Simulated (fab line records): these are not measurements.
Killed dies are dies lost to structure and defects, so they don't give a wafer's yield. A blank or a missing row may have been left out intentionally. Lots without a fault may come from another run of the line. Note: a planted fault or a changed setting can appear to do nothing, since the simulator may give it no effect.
Matching of chambers || flow n5Finfet || N5_BEOL_M9_DEP_56 on pecvd-02 has 3 sister chambers
The step deposits SiCN from 3MS/NH3, target thk 15 nm, time 26.5 s. 3 wafers are shown with their chamber, then 7 later ones without.

## EACH WAFER AND ITS CHAMBER
{"wafer": "L774.1", "chamber": 1, "throttleValvePct (%)": 8.4}
{"wafer": "L774.3", "chamber": 2, "throttleValvePct (%)": 8.8}
{"wafer": "L779.4", "chamber": 0, "throttleValvePct (%)": 9.3}

## WAFERS MISSING THEIR CHAMBER
{"wafer": "L779.6", "throttleValvePct (%)": 8.9}
{"wafer": "L784.3", "throttleValvePct (%)": 8.9}
{"wafer": "L784.5", "throttleValvePct (%)": 8.8}
{"wafer": "L784.6", "throttleValvePct (%)": 9.1}
{"wafer": "L788.1", "throttleValvePct (%)": 9.3}
{"wafer": "L788.4", "throttleValvePct (%)": 9.3}
{"wafer": "L788.5", "throttleValvePct (%)": 8.7}

## WHICH CHAMBER EACH WENT THROUGH
{"wafer": "L779.6", "from the rows above": 2, "in truth": 2}
{"wafer": "L784.3", "from the rows above": 2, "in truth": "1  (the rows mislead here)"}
{"wafer": "L784.5", "from the rows above": 2, "in truth": 2}
{"wafer": "L784.6", "from the rows above": "can't be placed: 0 or 2", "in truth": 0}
{"wafer": "L788.1", "from the rows above": 0, "in truth": 0}
{"wafer": "L788.4", "from the rows above": 0, "in truth": 0}
{"wafer": "L788.5", "from the rows above": "can't be placed: 2 or 1", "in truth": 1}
Correct placement for 4 of the 7. Cannot be placed on the basis of these rows: 2; the candidates contain the true chamber in 2. 1 placed wrongly.
How it was worked out, from the rows above alone: a wafer's distance from a chamber is the root of the sum, over the readings, of the square of ((its reading less the chamber's mean) divided by the reading's scatter). If the next closest chamber is less than 2 further off than the closest, the wafer can't be placed; otherwise it belongs to the closest. The mean given for a chamber averages the wafers shown for that chamber. The scatter: with one shown wafer a chamber, the root of the mean of the squares of how far each hidden wafer lies from its nearest shown one.
